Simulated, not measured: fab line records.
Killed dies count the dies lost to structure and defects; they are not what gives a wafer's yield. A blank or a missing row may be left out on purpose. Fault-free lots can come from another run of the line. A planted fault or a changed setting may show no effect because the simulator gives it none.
Chamber matching    flow n5-finfet    N5_BEOL_M3_ETCH_64 on rie-diel-05 has 4 sister chambers
The step etches SOC in N2/H2, target depth 75 nm, overetch 15 nm, time 112.5 s. 18 wafers are shown with their chamber, then 9 later ones without.

WAFERS PAIRED WITH THEIR CHAMBERS
wafer   chamber  showerhead-plenum-p-Torr (Torr)  drypump-motor-current-A (A)  throttle-valve-pct (%)
L079.2  2        2.57                             5.8                          17.66
L079.3  0        2.46                             5.1                          18.12
L079.6  2        2.57                             5.8                          17.65
L081.4  1        2.56                             5.8                          17.69
L081.5  0        2.46                             5.2                          18.12
L081.6  1        2.56                             5.8                          17.69
L082.1  3        2.62                             5.7                          17.89
L082.5  3        2.62                             5.7                          17.90
L082.6  0        2.46                             5.1                          18.12
L085.1  1        2.56                             5.8                          17.68
L085.3  0        2.46                             5.2                          18.12
L085.5  0        2.46                             5.1                          18.12
L086.1  3        2.62                             5.7                          17.91
L086.3  2        2.57                             5.8                          17.67
L086.5  1        2.55                             5.8                          17.68
L089.1  0        2.45                             5.2                          18.14
L089.2  1        2.55                             5.8                          17.72
L089.6  2        2.57                             5.8                          17.68

SIGNATURES (averages over the wafers above)
reading                   chamber 0  chamber 1  chamber 2  chamber 3  scatter within a chamber
showerhead-plenum-p-Torr  2.4583     2.5560     2.5700     2.6200     0.00381
drypump-motor-current-A   5.150      5.800      5.800      5.700      0.0327
throttle-valve-pct        18.1233    17.6920    17.6650    17.9000    0.0123
Rule: a wafer's distance from a chamber is the root of the sum, over the readings, of the square of ((its reading less the chamber's mean) divided by the reading's scatter). If the next closest chamber is less than 2 further off than the closest, the wafer can't be placed; otherwise it belongs to the closest. How the scatter is found: for the shown wafers, subtract from each reading the mean of its chamber, square and add these, divide the total by (wafers less chambers), then take the root.

WAFERS MISSING THEIR CHAMBER
wafer   showerhead-plenum-p-Torr (Torr)  drypump-motor-current-A (A)  throttle-valve-pct (%)
L090.1  2.55                             5.8                          17.72
L090.5  2.57                             5.9                          17.69
L090.6  2.62                             5.7                          17.91
L093.2  2.55                             5.8                          17.72
L093.4  2.56                             5.9                          17.70
L093.5  2.55                             5.8                          17.73
L096.1  2.55                             5.8                          17.73
L096.5  2.56                             5.8                          17.71
L096.6  2.55                             5.8                          17.73

THE CHAMBER EACH PASSED THROUGH
wafer    from the rows above       in truth
L090.1   1                         1
L090.5   can't be placed: 2 or 1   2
L090.6   3                         3
L093.2   1                         1
L093.4   can't be placed: 1 or 2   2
L093.5   1                         1
L096.1   1                         1
L096.5   1                         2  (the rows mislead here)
L096.6   1                         1
Placed correctly: 6 of 9. Can't be placed from these rows: 2 (the true chamber is among the candidates in 2). Number placed wrongly: 1.
